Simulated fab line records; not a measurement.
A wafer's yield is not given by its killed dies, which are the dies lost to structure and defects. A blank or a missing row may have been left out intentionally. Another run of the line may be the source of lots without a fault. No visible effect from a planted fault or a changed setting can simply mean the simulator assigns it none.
fab line records	flow n5_finfet
record lots=7	wafers=39
route steps=1938 shown FIN_SAQP@130 MOL_CONTACT_COAG@542 BEOL_M3@981 BEOL_M7@1320 BEOL_M9@1417
start_h: start of the lot's first displayed wafer, in hours after the record's first day	wait_h: hours since the lot's step before	" unchanged from the row above	L1.1+2: several wafers, shown together as one row	- no value present, or no start provided	* or withheld: withheld	< > ~ a bound
route shown NAME@n: NAME is a module with steps in the file, n the number in the route of the first one	usual: mean/standard deviation taken from wafers without a fault	same: alike in all rows	chamber/n: place in a boat	sites: each site's reading	_std_site: standard deviation of those values	_edge_site: the outer-site mean with the inner-site mean subtracted	radius_mm: for every site, how far away it sits from the centre of the wafer	mask NAME#n: copy n	behind: tool/chamber where the wafer was last shaped	hold: what put the lot on hold/how long, in hours/how the hold closed	device: names the non-switching transistor (n, p or np)	end of line: at the end of the route, the tests of the same wafers	a step with no rows: only its recipe	killed: dies that structure and defects cost at the first sort, which is not the same as the wafer's yield	map: per-die view of a wafer (x killed, . not killed, _ where there is no die)
set.NAME: the setting that was run; set.NAME@STEP: the one run at that earlier step	model.NAME: the simulator's own value behind a step, which no gauge read
one table per step and one row per wafer, for lots whose settings were changed on purpose
## steps
# step N5_FIN_SAQP_ETCH_65
# recipe chemistry=CF4	target=SiO2	target_depth_a=40	ion_energy_ev=350	time_s=4.4	pressure_mtorr=10	icp_w=800	bias_w=400	cf4_flow_sccm=80
lot.wafer	tool	chamber	start_h	wait_h	set.time_s	model.etch.depth_nm
L076.1	rie_si-02	0	37.57	0.1	5.064	4.618
L076.2	"	2	"	"	5.064	4.309
L076.3	"	3	"	"	4.4	3.966
L076.4	"	1	"	"	4.4	3.703
L076.5	"	2	"	"	4.4	3.797
L076.6	"	1	"	"	5.064	4.279
L079.1	rie_si-02	2	55.43	0.1	4.4	3.802
L079.2	"	3	"	"	4.4	3.919
L079.3	"	1	"	"	4.4	3.741
L079.4	"	0	"	"	4.4	3.952
L079.5	"	0	"	"	4.4	3.948
L079.6	"	1	"	"	4.4	3.777
L082.2	rie_si-05	0	72.43	0.1	4.4	3.989
L082.3	"	3	"	"	4.4	4.007
L082.5	"	0	"	"	4.4	4.006
L086.1	rie_si-05	3	98.23	0.1	4.4	4.02
L086.2	"	0	"	"	4.4	3.969
L086.3	"	1	"	"	4.4	3.974
L086.4	"	2	"	"	4.4	3.75
L086.5	"	2	"	"	4.4	3.711
L086.6	"	1	"	"	4.4	3.937
L091.1	rie_si-05	3	126.80	0.1	4.4	4.032
L091.2	"	0	"	"	4.4	4.006
L091.3	"	2	"	"	4.4	3.771
L091.4	"	1	"	"	4.4	3.998
L091.5	"	1	"	"	4.4	4.021
L091.6	"	2	"	"	4.4	3.82
L092.1	rie_si-02	2	132.34	0.1	4.4	3.855
L092.2	"	3	"	"	5.589	5.095
L092.3	"	0	"	"	5.589	4.968
L092.4	"	1	"	"	4.4	3.734
L092.5	"	1	"	"	5.589	4.74
L092.6	"	0	"	"	4.4	3.951
L093.1	rie_si-05	0	138.36	0.1	4.4	3.954
L093.2	"	1	"	"	6.972	6.284
L093.3	"	2	"	"	6.972	6.021
L093.4	"	3	"	"	6.972	6.341
L093.5	"	3	"	"	4.4	4.021
L093.6	"	2	"	"	4.4	3.785
# step N5_MOL_CONTACT_COAG_PRECLEAN_111
# recipe chemistry=NF3:NH3	afs_cycles=1	temp_c=30	time_s=20	sublimation_temp_c=180	sublimation_time_s=60	pressure_torr=3	rf_power_w=30
lot.wafer	tool	chamber	start_h	wait_h	set.time_s	model.SiNx_of_SPACER0_ALD_07.thk_nm	model.SiNx_of_GATE_CUT_SAC_CAP_01.thk_nm
L076.1	remote_plasma-01	1	102.53	0.2	20	1.2	20.2
L076.2+3+5	"	1	"	"	26.82	0.8	20
L076.4	"	1	"	"	20	1	20.2
L076.6	"	1	"	"	20	1.2	20.4
L079.1+3+5	remote_plasma-01	1	119.35	0.3	9.503	1.6	20.8
L079.2+4+6	"	1	"	"	20	1	20.4
L082.2+3+5	remote_plasma-01	1	139.74	0.6	20	1.2	20.2
L086.1	remote_plasma-02	0	163.98	0.2	20	1.2	20.4
L086.2	"	0	"	"	20	1.2	20.2
L086.3+4+6	"	0	"	"	12.43	1.4	20.6
L086.5	"	0	"	"	20	1	20.4
L091.1	remote_plasma-01	1	191.16	1.2	20	1.2	20
L091.2+3+6	"	1	"	"	20	1.2	20.2
L091.4+5	"	1	"	"	20	1	20.4
L092.1	remote_plasma-02	0	195.88	0.3	20	1	20.4
L092.2+4	"	0	"	"	15.13	1.4	20.6
L092.3+5	"	0	"	"	20	1.2	20.4
L092.6	"	0	"	"	15.13	1.2	20.6
L093.1+3+6	remote_plasma-02	0	204.10	0.2	13.84	1.4	20.6
L093.2	"	0	"	"	20	1.2	20.4
L093.4+5	"	0	"	"	20	1.2	20.2
# step N5_MOL_CONTACT_COAG_TI_SIL_19
# recipe material=Ti	target_thk_a=42	temp_c=200	chamber_pressure_pa=5	power_w=5000	time_s=15
# step N5_MOL_CONTACT_COAG_ALD_20
# recipe material=TiN	target_thk_a=15	temp_c=400	ald_precursor_family=TiCl4	ald_co_reactant=NH3	pulse_time_s=1	purge_time_s=3	co_reactant_purge_time_s=2	co_reactant_pulse_time_s=2	ald_cycles=68	pressure_torr=3
# step N5_MOL_CONTACT_COAG_WET_ETCH_26
# recipe target=Co	target_depth_nm=13
lot.wafer	tool	chamber	start_h	wait_h	set.time_s@MOL_CONTACT_COAG_PRECLEAN_111	model.SiNx_of_GATE_CUT_SAC_CAP_01.thk_nm
L076.1+4+6	wet_bench-04	7,1,2	108.76	0.0	20	18.2
L076.2+3	"	3,0	"	"	26.82	18
L076.5	"	4	"	"	26.82	17.8
L079.1+3+5	wet_bench-04	4,2,5	124.34	0.0	9.503	18.6
L079.2+6	"	3,6	"	"	20	18.2
L079.4	"	1	"	"	20	18.4
L082.2	wet_bench-03	6	144.56	0.0	20	18
L082.3+5	"	7,2	"	"	20	18.2
L086.1+2+5	wet_bench-04	7,6,2	169.91	0.0	20	18.2
L086.3+6	"	4,5	"	"	12.43	18.4
L086.4	"	3	"	"	12.43	18.6
L091.1+6	wet_bench-03	4,3	195.44	0.0	20	18
L091.2+3+4+5	"	1,2,5,0	"	"	20	18.2
L092.1+3+5	wet_bench-03	7,1,3	201.00	0.0	20	18.2
L092.2+4+6	"	2,6,0	"	"	15.13	18.4
L093.1+3+6	wet_bench-03	7,5,4	208.85	0.0	13.84	18.4
L093.2+5	"	2,3	"	"	20	18.2
L093.4	"	6	"	"	20	18
# step N5_MOL_CONTACT_COAG_WET_ETCH_116
# recipe chemistry=SC1-inhibited	target_depth_nm=4.6	dry=ipa_marangoni	rinse_time_s=30	rinse_temp_c=23
lot.wafer	tool	chamber	start_h	wait_h	set.time_s@MOL_CONTACT_COAG_PRECLEAN_111	model.SiNx_of_GATE_CUT_SAC_CAP_01.thk_nm
L076.1+6	wet_bench-04	7,2	108.91	0.0	20	18.2
L076.2+3	"	3,0	"	"	26.82	18
L076.4	"	1	"	"	20	18
L076.5	"	4	"	"	26.82	17.8
L079.1+3+5	wet_bench-04	4,2,5	124.49	0.0	9.503	18.6
L079.2+4+6	"	3,1,6	"	"	20	18.2
L082.2	wet_bench-03	6	144.71	0.0	20	18
L082.3+5	"	7,2	"	"	20	18.2
L086.1+2+5	wet_bench-04	7,6,2	170.06	0.0	20	18.2
L086.3+4+6	"	4,3,5	"	"	12.43	18.4
L091.1+6	wet_bench-03	4,3	195.60	0.0	20	18
L091.2+3+4+5	"	1,2,5,0	"	"	20	18.2
L092.1+3+5	wet_bench-03	7,1,3	201.15	0.0	20	18.2
L092.2+4+6	"	2,6,0	"	"	15.13	18.4
L093.1+3+6	wet_bench-03	7,5,4	209.00	0.0	13.84	18.4
L093.2	"	2	"	"	20	18.2
L093.4+5	"	6,3	"	"	20	18
# step N5_MOL_CONTACT_COAG_ALD_27
# recipe material=SiOC	target_thk_a=170	temp_c=400	ald_precursor_family=carbosiloxane	ald_co_reactant=H2-plasma	pulse_time_s=1.5	time_s=2720	purge_time_s=2	co_reactant_purge_time_s=2	ald_cycles=340	pressure_torr=2
# step N5_MOL_CONTACT_COAG_CMP_28
# recipe stop_on=SiNx	t_overpolish_s=0.85	post_cmp_clean=alkaline_brush	down_force_psi=4.15	platen_rpm=51.8	pad_velocity_m_s=1.0307	target_thk_nm=14.522
# step N5_MOL_CONTACT_COAG_THK_MEAS_29
# recipe reads=SiNx_of_GATE_CUT_PECVD_57+SiNx_of_GATE_CUT_SAC_CAP_01
# usual MD_CAP_THK=17.91/0.092
lot.wafer	tool	chamber	start_h	wait_h	set.time_s@MOL_CONTACT_COAG_PRECLEAN_111	MD_CAP_THK[nm]
L076.1	film_metro-02	-	111.58	-	20	17.90
L076.2	"	-	"	"	26.82	17.71
L076.3	"	-	"	"	26.82	17.67
L076.4	"	-	"	"	20	17.82
L076.5	"	-	"	"	26.82	17.57
L076.6	"	-	"	"	20	17.95
L079.1	film_metro-02	-	126.67	-	9.503	18.28
L079.2	"	-	"	"	20	17.92
L079.3	"	-	"	"	9.503	18.26
L079.4	"	-	"	"	20	18.01
L079.5	"	-	"	"	9.503	18.36
L079.6	"	-	"	"	20	17.96
L082.2	film_metro-01	-	146.90	-	20	17.76
L082.3	"	-	"	"	20	17.88
L082.5	"	-	"	"	20	17.86
L086.1	film_metro-01	-	172.31	-	20	17.92
L086.2	"	-	"	"	20	17.83
L086.3	"	-	"	"	12.43	18.06
L086.4	"	-	"	"	12.43	18.16
L086.5	"	-	"	"	20	17.96
L086.6	"	-	"	"	12.43	18.19
L091.1	film_metro-02	-	197.82	-	20	17.68
L091.2	"	-	"	"	20	17.86
L091.3	"	-	"	"	20	17.80
L091.4	"	-	"	"	20	17.90
L091.5	"	-	"	"	20	17.89
L091.6	"	-	"	"	20	17.83
L092.1	film_metro-01	-	203.34	-	20	17.99
L092.2	"	-	"	"	15.13	18.08
L092.3	"	-	"	"	20	17.90
L092.4	"	-	"	"	15.13	18.14
L092.5	"	-	"	"	20	18.02
L092.6	"	-	"	"	15.13	18.18
L093.1	film_metro-02	-	211.18	-	13.84	18.13
L093.2	"	-	"	"	20	17.88
L093.3	"	-	"	"	13.84	18.15
L093.4	"	-	"	"	20	17.83
L093.5	"	-	"	"	20	17.82
L093.6	"	-	"	"	13.84	18.15
# step N5_MOL_CONTACT_COAG_ALD_123
# recipe material=SiNx	target_thk_a=50	temp_c=400	ald_precursor_family=SiH2I2	ald_co_reactant=N2/H2-plasma	pulse_time_s=1	purge_time_s=2	co_reactant_purge_time_s=2	ald_cycles=100	pressure_torr=2
# step N5_MOL_CONTACT_COAG_PECVD_31
# recipe material=SiO2	target_thk_a=460	temp_c=400	precursor=TEOS/O2	pressure_torr=6.5	rf_w=withheld	teos_flow_sccm=withheld	gas=O2	flow_sccm=2650	time_s=8.9
# step N5_MOL_CONTACT_COAG_VIA_ETCH_46
# recipe chemistry=C4F6/O2	target_depth_a=460	overetch_a=92	mask_material=SOC	target=SiO2	bias_w=455	pressure_mtorr=10	time_s=40	source_w=325	Ar_flow_sccm=300	C4F6_flow_sccm=10	O2_flow_sccm=10	ion_energy_ev=575.3	ends=end_point
# step N5_MOL_CONTACT_COAG_STRIP_96
# recipe chemistry=N2/H2	power_w=500	temp_c=40	pressure_mtorr=50	rf_frequency_hz=6e+07	overash_fraction=0.3	bias_power_w=28	h2_frac=0.5	n2_flow_sccm=300	h2_flow_sccm=300
# step N5_MOL_CONTACT_COAG_ETCH_47
# recipe chemistry=CH3F/O2	target=SiNx	target_depth_a=270	mask_material=SiO2	stop_on=W	over_etch_frac=0.2	ion_energy_ev=120	endpoint=OES-CN	pressure_mtorr=30	source_w=395	bias_w=73	Ar_flow_sccm=150	CH3F_flow_sccm=30	O2_flow_sccm=20	ends=end_point
lot.wafer	tool	chamber	start_h	wait_h	set.time_s@MOL_CONTACT_COAG_PRECLEAN_111	model.etch.depth_nm
L076.1	rie_diel-01	2	114.47	0.0	20	17.86
L076.2	"	3	"	"	26.82	17.71
L076.3	"	0	"	"	26.82	17.7
L076.4	"	1	"	"	20	17.81
L076.5	"	1	"	"	26.82	17.59
L076.6	"	2	"	"	20	17.89
L079.1	rie_diel-01	3	128.44	0.0	9.503	18.27
L079.2	"	0	"	"	20	17.91
L079.3	"	1	"	"	9.503	18.29
L079.4	"	2	"	"	20	18.01
L079.5	"	2	"	"	9.503	18.35
L079.6	"	3	"	"	20	17.95
L082.2	rie_diel-01	1	148.88	0.0	20	17.76
L082.3	"	0	"	"	20	17.86
L082.5	"	3	"	"	20	17.85
L086.1	rie_diel-01	2	174.11	0.0	20	17.95
L086.2	"	0	"	"	20	17.84
L086.3	"	3	"	"	12.43	18.11
L086.4	"	1	"	"	12.43	18.21
L086.5	"	2	"	"	20	17.94
L086.6	"	3	"	"	12.43	18.14
L091.1	rie_diel-01	0	200.20	0.0	20	17.7
L091.2	"	2	"	"	20	17.87
L091.3	"	1	"	"	20	17.85
L091.4	"	3	"	"	20	17.91
L091.5	"	2	"	"	20	17.92
L091.6	"	1	"	"	20	17.8
L092.1	rie_diel-01	0	205.62	0.0	20	18
L092.2	"	2	"	"	15.13	18.09
L092.3	"	1	"	"	20	17.9
L092.4	"	3	"	"	15.13	18.2
L092.5	"	0	"	"	20	17.99
L092.6	"	3	"	"	15.13	18.15
L093.1	rie_diel-03	3	214.16	0.0	13.84	18.11
L093.2	"	0	"	"	20	17.93
L093.3	"	2	"	"	13.84	18.12
L093.4	"	1	"	"	20	17.79
L093.5	"	1	"	"	20	17.82
L093.6	"	2	"	"	13.84	18.09
# step N5_BEOL_M3_ETCH_41
# recipe chemistry=CH3F/O2	target=SiCN	target_depth_a=299	taper_deg=2	time_s=52.5	ion_energy_ev=120	mask_material=TiN	pressure_mtorr=30	source_w=395	bias_w=75	Ar_flow_sccm=150	CH3F_flow_sccm=30	O2_flow_sccm=20
lot.wafer	tool	chamber	start_h	wait_h	set.target_depth_a	model.etch.depth_nm
L076.1	rie_diel-05	3	-	-	185.8	12.02
L076.2	"	2	"	"	185.8	12.41
L076.3	"	0	"	"	299	19.54
L076.4	"	1	"	"	299	19.84
L076.5	"	1	"	"	299	19.74
L076.6	"	2	"	"	185.8	12.57
L079.1	rie_diel-02	3	-	-	184.4	11.99
L079.2	"	0	"	"	299	19.86
L079.3	"	1	"	"	184.4	12.42
L079.4	"	2	"	"	299	19.57
L079.5	"	1	"	"	299	20.22
L079.6	"	2	"	"	184.4	12
L082.2	rie_diel-06	3	-	-	299	19.74
L082.3	"	0	"	"	299	19.88
L082.5	"	2	"	"	299	20.52
L086.1	rie_diel-02	0	-	-	299	19.93
L086.2	"	3	"	"	299	19.77
L086.3	"	2	"	"	299	19.5
L086.4	"	1	"	"	392.3	26.35
L086.5	"	3	"	"	392.3	26.06
L086.6	"	0	"	"	392.3	25.85
L091.1	rie_diel-05	2	-	-	299	19.96
L091.2	"	1	"	"	299	19.22
L091.3	"	0	"	"	299	19.56
L091.4	"	3	"	"	299	19.21
L091.5	"	1	"	"	299	19.34
L091.6	"	0	"	"	299	19.58
L092.1	rie_diel-06	2	-	-	299	20.66
L092.2	"	3	"	"	197.7	13.13
L092.3	"	0	"	"	299	20.11
L092.4	"	3	"	"	197.7	13.2
L092.5	"	0	"	"	197.7	13.22
L092.6	"	2	"	"	299	20.59
L093.1	rie_diel-02	2	-	-	414.9	26.26
L093.2	"	3	"	"	299	19.61
L093.3	"	0	"	"	299	19.51
L093.4	"	1	"	"	299	19.68
L093.5	"	2	"	"	414.9	26.6
L093.6	"	3	"	"	414.9	27.26
# step N5_BEOL_M7_ALD_77
# recipe material=TaN	target_thk_a=20	temp_c=275	ald_precursor_family=PDMAT	ald_co_reactant=NH3	pressure_torr=3	carrier_flow_sccm=1500	pulse_time_s=2	purge_time_s=3	co_reactant_purge_time_s=2	co_reactant_pulse_time_s=3	ald_cycles=40	precursor_vessel_temp_c=75	precursor_vessel_pressure_torr=26.25	precursor_vessel_carrier_sccm=1000
lot.wafer	tool	chamber	start_h	wait_h	set.ald_cycles	model.TaN_of_BEOL_M7_ALD_77.thk_nm
L076.1+2+3+4+5+6	ald_metal-03	2,0,3,1,2,3	200.58	0.0	40	2
L079.1+2+3+4+5+6	ald_metal-04	0,1,3,2,3,2	220.03	0.1	40	2
L082.2+3+5	ald_metal-04	0,3,2	234.98	0.1	40	2
L086.1+4+6	ald_metal-02	3,0,0	261.21	0.3	40	2
L086.2+3+5	"	2,1,1	"	"	48	2.4
L091.1+2+6	ald_metal-04	2,1,1	286.06	0.2	40	2
L091.3+4+5	"	0,3,0	"	"	34	1.6
L092.1+4+5	ald_metal-04	2,1,3	297.13	0.0	57	2.8
L092.2+3+6	"	3,0,2	"	"	40	2
L093.1+2+3+4+5+6	ald_metal-04	0,2,1,3,2,1	306.64	0.1	40	2
# step N5_BEOL_M9_DESCUM_16
# recipe chemistry=O2	time_s=7.9	source_power_w=50	bias_power_w=20	pressure_mtorr=20	rf_frequency_hz=2.712e+07	temp_c=40	resist=CAR-ArF	o2_flow_sccm=225
lot.wafer	tool	chamber	start_h	wait_h	set.time_s	model.CAR-ArF_of_BEOL_M9_COAT_05.thk_nm
L076.1+2	rie_diel-02	1,3	211.29	0.2	11.93	80.6
L076.3	"	2	"	"	11.93	80.8
L076.4	"	0	"	"	7.9	83.2
L076.5	"	2	"	"	7.9	83.4
L076.6	"	3	"	"	7.9	83
L079.1+2	rie_diel-05	1,0	235.32	0.6	7.9	83.2
L079.3	"	3	"	"	7.9	83.6
L079.4+5+6	"	2,0,1	"	"	3.874	85.8
L082.2	rie_diel-06	2	247.92	0.2	7.9	83.6
L082.3+5	"	0,3	"	"	7.9	83.4
L086.1	rie_diel-06	3	271.51	0.0	10.18	81.8
L086.2+6	"	2	"	"	7.9	83.4
L086.3	"	0	"	"	7.9	83.2
L086.4+5	"	1	"	"	10.18	82
L091.1	rie_diel-06	0	304.28	0.0	7.9	83.4
L091.2	"	1	"	"	7.9	83
L091.3	"	2	"	"	9.975	81.8
L091.4	"	3	"	"	9.975	82.2
L091.5	"	2	"	"	7.9	83.2
L091.6	"	1	"	"	9.975	82
L092.1	rie_diel-06	2	309.19	0.0	9.272	82.2
L092.2+6	"	3,1	"	"	7.9	83.2
L092.3	"	0	"	"	9.272	82.8
L092.4	"	1	"	"	9.272	82.4
L092.5	"	2	"	"	7.9	83
L093.1+4	rie_diel-02	3,2	320.03	0.0	10.9	81.8
L093.2	"	0	"	"	10.9	82.2
L093.3	"	1	"	"	7.9	83.6
L093.5	"	1	"	"	7.9	83.8
L093.6	"	0	"	"	7.9	84
# step N5_BEOL_M9_ETCH_61
# recipe chemistry=CF4	target=SiARC	target_depth_a=390	mask_material=CAR-ArF	time_s=65	ion_energy_ev=80	pressure_mtorr=40	source_w=545	bias_w=36	Ar_flow_sccm=100	cf4_flow_sccm=100	ends=cleared
lot.wafer	tool	chamber	start_h	wait_h	set.time_s@BEOL_M9_DESCUM_16	model.CAR-ArF_of_BEOL_M9_COAT_05.thk_nm
L076.1	rie_diel-02	1	211.33	0.0	11.93	52.6
L076.2	"	3	"	"	11.93	52.8
L076.3	"	2	"	"	11.93	53
L076.4	"	0	"	"	7.9	55.4
L076.5	"	2	"	"	7.9	55.6
L076.6	"	3	"	"	7.9	55.2
L079.1	rie_diel-05	1	235.36	0.0	7.9	55.4
L079.2	"	0	"	"	7.9	55.2
L079.3	"	3	"	"	7.9	55.6
L079.4+5	"	2,0	"	"	3.874	58
L079.6	"	1	"	"	3.874	57.8
L082.2	rie_diel-06	2	247.95	0.0	7.9	55.6
L082.3+5	"	0,3	"	"	7.9	55.4
L086.1+4+5	rie_diel-06	3,1,1	271.55	0.0	10.18	54
L086.2+6	"	2	"	"	7.9	55.6
L086.3	"	0	"	"	7.9	55.4
L091.1	rie_diel-06	0	304.32	0.0	7.9	55.4
L091.2	"	1	"	"	7.9	55
L091.3	"	2	"	"	9.975	53.8
L091.4	"	3	"	"	9.975	54.2
L091.5	"	2	"	"	7.9	55.2
L091.6	"	1	"	"	9.975	54
L092.1	rie_diel-06	2	309.23	0.0	9.272	54.4
L092.2	"	3	"	"	7.9	55.4
L092.3	"	0	"	"	9.272	55
L092.4	"	1	"	"	9.272	54.6
L092.5+6	"	2,1	"	"	7.9	55.2
L093.1	rie_diel-02	3	320.06	0.0	10.9	53.8
L093.2	"	0	"	"	10.9	54.4
L093.3	"	1	"	"	7.9	55.6
L093.4	"	2	"	"	10.9	54
L093.5+6	"	1,0	"	"	7.9	56
## key
split step=N5_FIN_SAQP_ETCH_65	setting=time_s	stated=4.4	by=wafer
response step=N5_FIN_SAQP_ETCH_65	reading=model.etch.depth_nm	change=+0.0394	per=1%	r=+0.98
split step=N5_MOL_CONTACT_COAG_PRECLEAN_111	setting=time_s	stated=20	by=wafer
response step=N5_MOL_CONTACT_COAG_PRECLEAN_111	reading=model.SiNx_of_SPACER0_ALD_07.thk_nm	change=-0.00928	per=1%	r=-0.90
response step=N5_MOL_CONTACT_COAG_PRECLEAN_111	reading=model.SiNx_of_GATE_CUT_SAC_CAP_01.thk_nm	change=-0.00803	per=1%	r=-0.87
response step=N5_MOL_CONTACT_COAG_WET_ETCH_26	reading=model.SiNx_of_GATE_CUT_SAC_CAP_01.thk_nm	change=-0.00722	per=1%	r=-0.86
response step=N5_MOL_CONTACT_COAG_WET_ETCH_116	reading=model.SiNx_of_GATE_CUT_SAC_CAP_01.thk_nm	change=-0.00733	per=1%	r=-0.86
response step=N5_MOL_CONTACT_COAG_THK_MEAS_29	reading=MD_CAP_THK	change=-0.00699	per=1%	r=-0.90
response step=N5_MOL_CONTACT_COAG_ETCH_47	reading=model.etch.depth_nm	change=-0.00669	per=1%	r=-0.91
split step=N5_BEOL_M3_ETCH_41	setting=target_depth_a	stated=299	by=wafer
response step=N5_BEOL_M3_ETCH_41	reading=model.etch.depth_nm	change=+0.199	per=1%	r=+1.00
split step=N5_BEOL_M7_ALD_77	setting=ald_cycles	stated=40	by=wafer
response step=N5_BEOL_M7_ALD_77	reading=model.TaN_of_BEOL_M7_ALD_77.thk_nm	change=+0.0197	per=1%	r=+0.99
split step=N5_BEOL_M9_DESCUM_16	setting=time_s	stated=7.9	by=wafer
response step=N5_BEOL_M9_DESCUM_16	reading=model.CAR-ArF_of_BEOL_M9_COAT_05.thk_nm	change=-0.0483	per=1%	r=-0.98
response step=N5_BEOL_M9_ETCH_61	reading=model.CAR-ArF_of_BEOL_M9_COAT_05.thk_nm	change=-0.0492	per=1%	r=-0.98
